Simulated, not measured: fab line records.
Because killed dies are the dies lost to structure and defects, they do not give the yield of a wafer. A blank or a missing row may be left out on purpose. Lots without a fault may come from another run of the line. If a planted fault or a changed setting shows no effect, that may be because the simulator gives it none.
Which tool was responsible? :: flow nand_harc :: 12 lots with 36 wafers sampled at 5 steps, on a route of 1302 steps

WHAT THE GAUGES SHOWED, per wafer
NHARC_A_CONTACT_INSPECT_44. Usual: raw_defect_count at 85, with a standard deviation of 36.
lot: L414
measured: day 21 11:33
on: defect_inspect-01
raw_defect_count: 19 13 19
flag: 

lot: L415
measured: day 21 22:00
on: defect_inspect-01
raw_defect_count: 167 157 131
flag: 

lot: L413
measured: day 22 00:51
on: defect_inspect-02
raw_defect_count: 124 120 123
flag: 

lot: L419
measured: day 23 15:08
on: defect_inspect-02
raw_defect_count: 59 66 56
flag: 

lot: L418
measured: day 23 15:10
on: defect_inspect-01
raw_defect_count: 116 121 111
flag: 

lot: L428
measured: day 27 03:18
on: defect_inspect-01
raw_defect_count: 62 77 60
flag: 

lot: L427
measured: day 27 11:31
on: defect_inspect-02
raw_defect_count: 185 138 137
flag: 

lot: L429
measured: day 28 18:17
on: defect_inspect-01
raw_defect_count: 61 51 59
flag: 

lot: L431
measured: day 28 19:14
on: defect_inspect-01
raw_defect_count: 120 113 133
flag: 

lot: L432
measured: day 29 07:44
on: defect_inspect-02
raw_defect_count: 111 114 158
flag: 

lot: L434
measured: day 30 14:08
on: defect_inspect-01
raw_defect_count: 86 79 94
flag: 

lot: L436
measured: day 31 04:30
on: defect_inspect-02
raw_defect_count: 65 63 61
flag: 

NHARC_END_SORT_01. Usual: killed_at_array 59, standard deviation 20; killed_at_other 0.8, standard deviation 1.1; killed_at_periphery 5, standard deviation 3.1; killed_dies 64, standard deviation 21; killed_open 3.4, standard deviation 1.9; killed_short 2.3, standard deviation 1.7.
lot: L418
measured: day 26 09:52
on: prober-01
killed_at_array: 64 671 78
killed_at_other: 0 0 0
killed_at_periphery: 3 4 0
killed_dies: 67 675 78
killed_open: 2 1 1
killed_short: 2 1 1
flag: OFF

TOOL THAT RAN EACH LOT (tool first, then ch and the chambers of the sampled wafers, then the start)
lot: L414
NHARC_A_CONTACT_DESCUM_47: rie_diel-07 ch 0,1,2, day 21 11:38
NHARC_A_CONTACT_ETCH_51: rie_diel-07 ch 0,2,3, day 21 12:29
NHARC_A_CONTACT_ETCH_119: har_cap_etch-01 ch 0,1, day 21 14:51

lot: L415
NHARC_A_CONTACT_DESCUM_47: rie_diel-07 ch 0,2,3, day 21 22:05
NHARC_A_CONTACT_ETCH_51: rie_diel-07 ch 0,1,3, day 21 22:56
NHARC_A_CONTACT_ETCH_119: har_cap_etch-03 ch 0,1, day 22 01:23

lot: L413
NHARC_A_CONTACT_DESCUM_47: rie_diel-04 ch 0,3, day 22 00:55
NHARC_A_CONTACT_ETCH_51: rie_diel-04 ch 1,3, day 22 01:31
NHARC_A_CONTACT_ETCH_119: har_cap_etch-03 ch 0,1, day 22 04:07

lot: L419
NHARC_A_CONTACT_DESCUM_47: rie_diel-04 ch 2,3, day 23 15:11
NHARC_A_CONTACT_ETCH_51: rie_diel-04 ch 1,2, day 23 15:55
NHARC_A_CONTACT_ETCH_119: har_cap_etch-02 ch 0,1, day 23 18:37

lot: L418
NHARC_A_CONTACT_DESCUM_47: rie_diel-07 ch 1,2,3, day 23 15:15
NHARC_A_CONTACT_ETCH_51: rie_diel-07 ch 0,2,3, day 23 16:14
NHARC_A_CONTACT_ETCH_119: har_cap_etch-01 ch 0,1, day 23 18:35

lot: L428
NHARC_A_CONTACT_DESCUM_47: rie_diel-07 ch 1,3, day 27 03:22
NHARC_A_CONTACT_ETCH_51: rie_diel-07 ch 1,2, day 27 04:26
NHARC_A_CONTACT_ETCH_119: har_cap_etch-01 ch 0,1, day 27 07:03

lot: L427
NHARC_A_CONTACT_DESCUM_47: rie_diel-02 ch 0,2,3, day 27 11:35
NHARC_A_CONTACT_ETCH_51: rie_diel-02 ch 0,1,3, day 27 12:22
NHARC_A_CONTACT_ETCH_119: har_cap_etch-01 ch 0,1, day 27 14:52

lot: L429
NHARC_A_CONTACT_DESCUM_47: rie_diel-04 ch 1,3, day 28 18:22
NHARC_A_CONTACT_ETCH_51: rie_diel-04 ch 0,1,3, day 28 19:13
NHARC_A_CONTACT_ETCH_119: har_cap_etch-02 ch 0,1, day 28 21:37

lot: L431
NHARC_A_CONTACT_DESCUM_47: rie_diel-07 ch 0,1,3, day 28 19:18
NHARC_A_CONTACT_ETCH_51: rie_diel-07 ch 1,2,3, day 28 19:54
NHARC_A_CONTACT_ETCH_119: har_cap_etch-03 ch 0,1, day 28 22:31

lot: L432
NHARC_A_CONTACT_DESCUM_47: rie_diel-07 ch 1,2,3, day 29 07:48
NHARC_A_CONTACT_ETCH_51: rie_diel-07 ch 0,1,2, day 29 08:24
NHARC_A_CONTACT_ETCH_119: har_cap_etch-03 ch 0,1, day 29 11:02

lot: L434
NHARC_A_CONTACT_DESCUM_47: rie_diel-07 ch 2,3, day 30 14:13
NHARC_A_CONTACT_ETCH_51: rie_diel-07 ch 0,3, day 30 14:49
NHARC_A_CONTACT_ETCH_119: har_cap_etch-01 ch 0,1, day 30 17:28

lot: L436
NHARC_A_CONTACT_DESCUM_47: rie_diel-07 ch 0,3, day 31 04:34
NHARC_A_CONTACT_ETCH_51: rie_diel-07 ch 0,1, day 31 05:10
NHARC_A_CONTACT_ETCH_119: har_cap_etch-02 ch 0,1, day 31 08:10
- NHARC_A_CONTACT_DESCUM_47: chemistry O2, time 3 s.
- NHARC_A_CONTACT_ETCH_51: etches the open film in O2/COS, target depth 7000 nm, time 1820 s.
- NHARC_A_CONTACT_ETCH_119: etches the open film in C4F8/O2/Ar, time 190 s, target depth 1850 nm.

WHAT THE TOOLS THEMSELVES READ (means of the sampled wafers that have a number; where no wafer has one, the mark that the record gives instead)
NHARC_A_CONTACT_DESCUM_47. Usual: drypump_motor_current_A 5.8 A, standard deviation 0.6; o2_flow_sccm 200.0 sccm, standard deviation 0.64; oes_product_au 1.000 a.u., standard deviation 0.014; rf_vpp_V 57.8 V, standard deviation 0.91; showerhead_plenum_p_Torr 1.92 Torr, standard deviation 0.065; throttle_valve_pct 11.310 %, standard deviation 0.0088.
lot: L414
tool: rie_diel-07
drypump_motor_current_A (A): 5.8
o2_flow_sccm (sccm): 199.8
oes_product_au (a.u.): 0.999
rf_vpp_V (V): 57.7
showerhead_plenum_p_Torr (Torr): 1.90
throttle_valve_pct (%): 11.305
flag: 

lot: L415
tool: rie_diel-07
drypump_motor_current_A (A): 5.9
o2_flow_sccm (sccm): 199.9
oes_product_au (a.u.): 1.006
rf_vpp_V (V): 57.9
showerhead_plenum_p_Torr (Torr): 1.92
throttle_valve_pct (%): 11.315
flag: 

lot: L413
tool: rie_diel-04
drypump_motor_current_A (A): 5.8
o2_flow_sccm (sccm): 200.2
oes_product_au (a.u.): 1.014
rf_vpp_V (V): 58.8
showerhead_plenum_p_Torr (Torr): 1.96
throttle_valve_pct (%): 11.317
flag: 

lot: L419
tool: rie_diel-04
drypump_motor_current_A (A): 5.2
o2_flow_sccm (sccm): 200.7
oes_product_au (a.u.): 1.006
rf_vpp_V (V): 56.9
showerhead_plenum_p_Torr (Torr): 1.94
throttle_valve_pct (%): 11.302
flag: 

lot: L418
tool: rie_diel-07
drypump_motor_current_A (A): 5.7
o2_flow_sccm (sccm): 200.7
oes_product_au (a.u.): 1.002
rf_vpp_V (V): 57.4
showerhead_plenum_p_Torr (Torr): 1.92
throttle_valve_pct (%): 11.313
flag: 

lot: L428
tool: rie_diel-07
drypump_motor_current_A (A): 5.2
o2_flow_sccm (sccm): 200.1
oes_product_au (a.u.): 0.999
rf_vpp_V (V): 58.1
showerhead_plenum_p_Torr (Torr): 1.89
throttle_valve_pct (%): 11.311
flag: 

lot: L427
tool: rie_diel-02
drypump_motor_current_A (A): 6.5
o2_flow_sccm (sccm): 200.0
oes_product_au (a.u.): 0.998
rf_vpp_V (V): 57.6
showerhead_plenum_p_Torr (Torr): 1.97
throttle_valve_pct (%): 11.298
flag: 

lot: L429
tool: rie_diel-04
drypump_motor_current_A (A): 5.7
o2_flow_sccm (sccm): 200.0
oes_product_au (a.u.): 1.019
rf_vpp_V (V): 58.0
showerhead_plenum_p_Torr (Torr): 1.95
throttle_valve_pct (%): 11.309
flag: 

lot: L431
tool: rie_diel-07
drypump_motor_current_A (A): 5.3
o2_flow_sccm (sccm): 200.7
oes_product_au (a.u.): 0.987
rf_vpp_V (V): 57.8
showerhead_plenum_p_Torr (Torr): 1.87
throttle_valve_pct (%): 11.304
flag: 

lot: L432
tool: rie_diel-07
drypump_motor_current_A (A): 5.6
o2_flow_sccm (sccm): 199.7
oes_product_au (a.u.): 0.991
rf_vpp_V (V): 57.9
showerhead_plenum_p_Torr (Torr): 1.91
throttle_valve_pct (%): 11.312
flag: 

lot: L434
tool: rie_diel-07
drypump_motor_current_A (A): 6.2
o2_flow_sccm (sccm): 200.3
oes_product_au (a.u.): 0.994
rf_vpp_V (V): 57.5
showerhead_plenum_p_Torr (Torr): 1.95
throttle_valve_pct (%): 11.313
flag: 

lot: L436
tool: rie_diel-07
drypump_motor_current_A (A): 5.6
o2_flow_sccm (sccm): 199.7
oes_product_au (a.u.): 0.979
rf_vpp_V (V): 57.8
showerhead_plenum_p_Torr (Torr): 1.86
throttle_valve_pct (%): 11.310
flag: 

NHARC_A_CONTACT_ETCH_51. Usual: drypump_motor_current_A 5.8 A, standard deviation 0.6; o2_flow_sccm 399.9 sccm, standard deviation 1.3; oes_product_au 1.001 a.u., standard deviation 0.014; rf_vpp_V 314.4 V, standard deviation 1.6; showerhead_plenum_p_Torr 3.13 Torr, standard deviation 0.099; throttle_valve_pct 28.330 %, standard deviation 0.0088.
lot: L414
tool: rie_diel-07
drypump_motor_current_A (A): 5.9
o2_flow_sccm (sccm): 400.1
oes_product_au (a.u.): 1.005
rf_vpp_V (V): 314.5
showerhead_plenum_p_Torr (Torr): 3.13
throttle_valve_pct (%): 28.332
flag: 

lot: L415
tool: rie_diel-07
drypump_motor_current_A (A): 5.4
o2_flow_sccm (sccm): 399.0
oes_product_au (a.u.): 0.996
rf_vpp_V (V): 313.3
showerhead_plenum_p_Torr (Torr): 3.07
throttle_valve_pct (%): 28.324
flag: 

lot: L413
tool: rie_diel-04
drypump_motor_current_A (A): 5.7
o2_flow_sccm (sccm): 400.6
oes_product_au (a.u.): 1.003
rf_vpp_V (V): 315.3
showerhead_plenum_p_Torr (Torr): 3.22
throttle_valve_pct (%): 28.321
flag: 

lot: L419
tool: rie_diel-04
drypump_motor_current_A (A): 5.5
o2_flow_sccm (sccm): 399.2
oes_product_au (a.u.): 1.015
rf_vpp_V (V): 314.6
showerhead_plenum_p_Torr (Torr): 3.18
throttle_valve_pct (%): 28.325
flag: 

lot: L418
tool: rie_diel-07
drypump_motor_current_A (A): 5.9
o2_flow_sccm (sccm): 399.7
oes_product_au (a.u.): 0.943
rf_vpp_V (V): 314.2
showerhead_plenum_p_Torr (Torr): 3.13
throttle_valve_pct (%): 28.336
flag: OFF

lot: L428
tool: rie_diel-07
drypump_motor_current_A (A): 5.5
o2_flow_sccm (sccm): 398.6
oes_product_au (a.u.): 0.980
rf_vpp_V (V): 313.2
showerhead_plenum_p_Torr (Torr): 3.10
throttle_valve_pct (%): 28.333
flag: 

lot: L427
tool: rie_diel-02
drypump_motor_current_A (A): 6.6
o2_flow_sccm (sccm): 400.2
oes_product_au (a.u.): 0.988
rf_vpp_V (V): 314.3
showerhead_plenum_p_Torr (Torr): 3.10
throttle_valve_pct (%): 28.334
flag: 

lot: L429
tool: rie_diel-04
drypump_motor_current_A (A): 5.8
o2_flow_sccm (sccm): 399.2
oes_product_au (a.u.): 1.002
rf_vpp_V (V): 315.3
showerhead_plenum_p_Torr (Torr): 3.17
throttle_valve_pct (%): 28.339
flag: 

lot: L431
tool: rie_diel-07
drypump_motor_current_A (A): 5.6
o2_flow_sccm (sccm): 401.4
oes_product_au (a.u.): 0.994
rf_vpp_V (V): 314.3
showerhead_plenum_p_Torr (Torr): 3.12
throttle_valve_pct (%): 28.334
flag: 

lot: L432
tool: rie_diel-07
drypump_motor_current_A (A): 5.7
o2_flow_sccm (sccm): 398.6
oes_product_au (a.u.): 0.986
rf_vpp_V (V): 314.7
showerhead_plenum_p_Torr (Torr): 3.09
throttle_valve_pct (%): 28.330
flag: 

lot: L434
tool: rie_diel-07
drypump_motor_current_A (A): 5.5
o2_flow_sccm (sccm): 400.0
oes_product_au (a.u.): 1.007
rf_vpp_V (V): 313.7
showerhead_plenum_p_Torr (Torr): 3.07
throttle_valve_pct (%): 28.331
flag: 

lot: L436
tool: rie_diel-07
drypump_motor_current_A (A): 5.2
o2_flow_sccm (sccm): 400.6
oes_product_au (a.u.): 0.990
rf_vpp_V (V): 313.0
showerhead_plenum_p_Torr (Torr): 3.03
throttle_valve_pct (%): 28.331
flag: 

THE ANSWER, worked out from the rows above alone
Rule: a lot counts as off when the mean over its wafers that have a number is more than 3 standard deviations away from the usual mean. Also off: a lot with no number at a reading for which 4 or more lots have one. Any other lot the step has rows for is counted as sound. Order of review: gauges by route order, followed by the tools' own readings, for which a lot's mean as printed above is used. The first step at which some lot is off is used, and at that step the reading that is off furthest; a lot without a number counts as furthest.
Off at NHARC_END_SORT_01 (killed_at_array): L418. Neither off nor sound, because the step has no rows for them: L414, L415, L413, L419, L428, L427, L429, L431, L432, L434, L436.
If a tool, at a process step before that reading, ran all the lots that are off and no sound lot after the first of them, it fits. The gauges at NHARC_END_SORT_01 aren't tried: what is off there is off at NHARC_A_CONTACT_ETCH_51 too, on other tools, and a gauge's error can't cause that. 2 tools fit, rie_diel-07 at NHARC_A_CONTACT_DESCUM_47 and NHARC_A_CONTACT_ETCH_51 and har_cap_etch-01 at NHARC_A_CONTACT_ETCH_119, so this cannot tell which one it is.

WHAT WAS PUT IN BY THE SIMULATOR
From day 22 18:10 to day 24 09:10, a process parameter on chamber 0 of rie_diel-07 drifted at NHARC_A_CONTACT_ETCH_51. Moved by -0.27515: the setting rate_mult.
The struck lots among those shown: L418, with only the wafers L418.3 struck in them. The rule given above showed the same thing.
